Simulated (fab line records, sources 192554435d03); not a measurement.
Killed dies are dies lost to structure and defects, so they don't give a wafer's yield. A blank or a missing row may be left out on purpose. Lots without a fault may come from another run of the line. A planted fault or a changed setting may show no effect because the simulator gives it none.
One fault seen from 3 desks | flow n5_finfet | each desk has only its own numbers; what lay behind them comes last

THE METROLOGY DESK
What the gauges read, lot by lot, whatever tool the lot ran on: means of the sampled wafers that have a number. A lot is out of limits, marked OUT, if its mean lies more than 4 standard deviations from the usual mean; the brackets give that distance.
Columns: A = cd_nm at N5_BEOL_M8_CD_MEAS_18, usual 39.9 nm
lot  | first seen here | A
L734 | day 9 21:12     | 39.9
L735 | day 10 08:03    | 40.3
L738 | day 10 22:57    | 39.6
L743 | day 11 14:18    | 39.9
L742 | day 11 16:31    | 40.6
L744 | day 12 01:09    | 40.3
L745 | day 12 04:37    | 39.2
L754 | day 15 05:53    | 39.5
L756 | day 15 13:11    | 40.2
L755 | day 15 14:31    | 40.0
L757 | day 15 18:32    | 39.7
This desk's finding: nothing out of limits on any of the 11 lots.

THE DEFECT DESK
What the inspections along the route counted, lot by lot: means of the sampled wafers that have a number. A lot is out of limits, marked OUT, if its mean lies more than 4 standard deviations from the usual mean; the brackets give that distance.
Columns: A = raw_defect_count at N5_BEOL_M8_INSPECT_13, usual 440
lot  | first seen here | A
L734 | day 9 20:41     | 511
L735 | day 10 07:33    | 481
L738 | day 10 20:50    | 499
L743 | day 11 13:47    | 338
L742 | day 11 15:36    | 430
L744 | day 12 00:40    | 356
L745 | day 12 03:55    | 385
L754 | day 15 05:24    | 496
L756 | day 15 12:29    | 352
L755 | day 15 14:01    | 400
L757 | day 15 18:02    | 365
This desk's finding: nothing out of limits on any of the 11 lots.

THE TOOL OWNER'S DESK: rie_diel-06
The tool's own readings at N5_BEOL_M8_ETCH_72 (etches underlayer in N2/H2, target depth 6.5 nm, time 5.2 s): means of the sampled wafers that have a number, for each lot that ran on this tool. A lot is out of limits, marked OUT, if its mean lies more than 4 standard deviations from the usual mean; the brackets give that distance.
Columns: A = drypump_motor_current_A at N5_BEOL_M8_ETCH_72, usual 5.9 A; B = etch_rf_on_time_s at N5_BEOL_M8_ETCH_72, usual 5.15 s; C = oes_product_au at N5_BEOL_M8_ETCH_72, usual 0.72 a.u.; D = rf_fwd_power_W at N5_BEOL_M8_ETCH_72, usual 819.7 W; E = rf_vpp_V at N5_BEOL_M8_ETCH_72, usual 525.8 V; F = showerhead_plenum_p_Torr at N5_BEOL_M8_ETCH_72, usual 2.61 Torr; G = throttle_valve_pct at N5_BEOL_M8_ETCH_72, usual 17.69 %
lot  | first seen here | A   | B               | C    | D     | E     | F    | G
L735 | day 10 11:34    | 6.1 | 5.21            | 0.75 | 820.7 | 525.8 | 2.61 | 17.69
L743 | day 11 15:02    | 6.2 | 5.19            | 0.67 | 818.8 | 524.3 | 2.58 | 17.81
L742 | day 11 17:31    | 6.1 | 5.13            | 0.74 | 818.0 | 524.0 | 2.54 | 17.75
L744 | day 12 02:38    | 6.2 | 3.79 (-9.7) OUT | 0.82 | 818.7 | 528.6 | 2.64 | 17.83
L745 | day 12 07:49    | 6.3 | 4.50 (-4.6) OUT | 0.67 | 818.9 | 525.3 | 2.61 | 17.90
L754 | day 15 07:59    | 5.8 | 5.22            | 0.76 | 821.0 | 525.0 | 2.59 | 17.62
L755 | day 15 17:16    | 5.9 | 5.20            | 0.78 | 819.3 | 526.0 | 2.63 | 17.57
This desk's finding: out of limits on L744, L745; first on L744, day 12 02:38 (etch_rf_on_time_s at N5_BEOL_M8_ETCH_72). In limits: L735, L743, L742, L754, L755.

PUT TOGETHER
The tool owner's desk could have raised an alarm at day 12 02:38, on L744, L745.
The metrology desk saw nothing out of limits.
The defect desk saw nothing out of limits.
The metrology desk has L744, L745 on record, within its limits.
The defect desk has L744, L745 on record, within its limits.
Of the lots named, all ran N5_BEOL_M8_ETCH_72 on rie_diel-06.

WHAT THE SIMULATOR HAD PUT IN
Process parameter drift: rie_diel-06, from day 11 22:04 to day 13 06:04, at N5_BEOL_M8_ETCH_72. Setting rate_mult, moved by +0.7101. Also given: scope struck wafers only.
Lots struck among those shown: L744, L745.
Hours from the fault's start to each desk's first reading out of limits: the tool owner's desk, 5.
